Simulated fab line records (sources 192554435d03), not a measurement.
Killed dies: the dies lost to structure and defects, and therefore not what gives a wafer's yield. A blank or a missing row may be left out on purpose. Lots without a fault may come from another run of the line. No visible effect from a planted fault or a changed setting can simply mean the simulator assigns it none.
Which tool was responsible? | flow n5-finfet | Sampling: 11 lots, 33 wafers, 4 of 1938 route steps

## WHAT THE GAUGES READ, wafer by wafer
N5_BEOL_M6_OVL_MEAS_12.
lot  | measured     | on         | M6_OVL (nm)
L075 | day 9 15:28  | overlay-02 | 0.4 0.0 0.6
L076 | day 9 19:11  | overlay-01 | -0.6 0.8 -0.2
L079 | day 10 02:30 | overlay-02 | 0.3 -0.2 -0.7
L082 | day 11 11:59 | overlay-01 | -0.8 -0.1 0.7
L080 | day 11 16:47 | overlay-01 | 0.0 -1.0 -0.1
L085 | day 11 22:53 | overlay-01 | -0.5 -1.0 -0.2
L090 | day 12 15:01 | overlay-01 | 0.0 -1.8 -1.1
L088 | day 13 17:19 | overlay-01 | -0.6 -0.3 -0.1
L091 | day 13 22:11 | overlay-01 | 0.3 1.1 -0.4
L094 | day 15 09:42 | overlay-01 | -0.2 0.7 -0.1
L095 | day 15 21:41 | overlay-02 | -1.9 -0.7 -1.4

## TOOL THAT RAN EACH LOT (tool first, then ch and the chambers of the sampled wafers, then the start)
lot  | N5_BEOL_M5_DESCUM_33               | N5_BEOL_M5_ETCH_67                 | N5_BEOL_M5_SPUTTER_81
L075 | rie-diel-06 ch 0,1,2, day 9 02:15  | rie-diel-06 ch 0,1,2, day 9 02:18  | pvd-sputter-02, day 9 06:01
L076 | rie-diel-05 ch 0,1,2, day 9 08:59  | rie-diel-05 ch 0,1,2, day 9 09:02  | pvd-sputter-03, day 9 12:55
L079 | rie-diel-02 ch 0,1,3, day 9 16:20  | rie-diel-02 ch 0,1,3, day 9 16:23  | pvd-sputter-03, day 9 19:36
L082 | rie-diel-02 ch 1,2,3, day 11 01:21 | rie-diel-02 ch 1,2,3, day 11 01:24 | pvd-sputter-02, day 11 05:39
L080 | rie-diel-05 ch 0,1, day 11 07:29   | rie-diel-05 ch 0,1, day 11 07:32   | pvd-sputter-03, day 11 10:28
L085 | rie-diel-05 ch 1,2, day 11 10:10   | rie-diel-05 ch 1,2, day 11 10:13   | pvd-sputter-03, day 11 14:53
L090 | rie-diel-02 ch 1,2,3, day 12 06:36 | rie-diel-02 ch 1,2,3, day 12 06:40 | pvd-sputter-01, day 12 09:25
L088 | rie-diel-05 ch 0,1,3, day 13 05:44 | rie-diel-05 ch 0,1,3, day 13 05:47 | pvd-sputter-03, day 13 10:17
L091 | rie-diel-05 ch 1,3, day 13 08:52   | rie-diel-05 ch 1,3, day 13 08:55   | pvd-sputter-03, day 13 14:43
L094 | rie-diel-02 ch 0,2,3, day 14 21:56 | rie-diel-02 ch 0,2,3, day 14 21:59 | pvd-sputter-03, day 15 00:56
L095 | rie-diel-06 ch 1,2, day 15 09:29   | rie-diel-06 ch 1,2, day 15 09:33   | pvd-sputter-02, day 15 14:03
- N5_BEOL_M5_DESCUM_33: chemistry O2, time 7 s.
- N5_BEOL_M5_ETCH_67: etches SiARC in CF4, target depth 15.6 nm, time 26 s.
- N5_BEOL_M5_SPUTTER_81: material Cu, target thk 15 nm, time 27.62 s.

## THE ANSWER, worked out from the rows above alone
Rule: usual is defined by the lots themselves. The widest of any qualifying gaps counts: lots, ordered by their means at a reading, are off when they make up no more than a third of the lots, leave a main group of 4 or more, and stand apart from it by 3 or more times the standard deviation of that group's means. A main group whose means are all the same, to the digits that the tables above print for the reading, isn't used. A lot without any number at a reading at which 4 lots or more have one is off too. All remaining lots with rows at the step are treated as sound.
No lot is off on any of the readings shown, so nothing can be concluded from this.

## WHAT THE SIMULATOR HAD INSERTED
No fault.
